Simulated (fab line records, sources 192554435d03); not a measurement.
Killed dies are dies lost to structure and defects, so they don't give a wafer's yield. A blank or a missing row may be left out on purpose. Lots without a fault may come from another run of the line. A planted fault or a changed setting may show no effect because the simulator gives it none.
Chamber matching | flow n5_finfet | N5_BEOL_M3_STRIP_36 on rie_diel-04: 4 sister chambers
The step strips in N2/H2. 8 wafers are shown with their chamber, then 8 later ones without.

WAFERS WITH THEIR CHAMBER
wafer  | chamber | drypump_motor_current_A (A) | showerhead_plenum_p_Torr (Torr)
L079.2 | 2       | 6.2                         | 2.69
L079.4 | 3       | 6.2                         | 2.47
L083.5 | 1       | 5.2                         | 2.50
L083.6 | 0       | 4.8                         | 2.72
L081.1 | 2       | 6.1                         | 2.69
L081.4 | 3       | 6.2                         | 2.46
L081.5 | 1       | 5.2                         | 2.50
L090.1 | 0       | 4.8                         | 2.71

WAFERS WITHOUT THEIR CHAMBER
wafer  | drypump_motor_current_A (A) | showerhead_plenum_p_Torr (Torr)
L090.3 | 5.2                         | 2.49
L090.4 | 6.2                         | 2.68
L092.1 | 6.2                         | 2.46
L092.4 | 4.8                         | 2.71
L092.6 | 6.2                         | 2.46
L097.2 | 6.2                         | 2.45
L097.3 | 5.2                         | 2.49
L097.5 | 4.8                         | 2.70

WHICH CHAMBER EACH WENT THROUGH
wafer  | from the rows above | in truth
L090.3 | 1                   | 1
L090.4 | 2                   | 2
L092.1 | 3                   | 3
L092.4 | 0                   | 0
L092.6 | 3                   | 3
L097.2 | 3                   | 3
L097.3 | 1                   | 1
L097.5 | 0                   | 0
Placed correctly: 8 of 8. Can't be placed from these rows: 0. Placed wrongly: 0.
How it was worked out, from the rows above alone: a wafer's distance from a chamber is the root of the sum, over the readings, of the square of ((its reading less the chamber's mean) divided by the reading's scatter). The wafer belongs to the nearest chamber; if the next one is less than 2 further off, it can't be placed. A chamber's mean is the mean of its shown wafers. The scatter: the root of (the sum of the squares of (reading less its chamber's mean) over the shown wafers, divided by (wafers less chambers)).
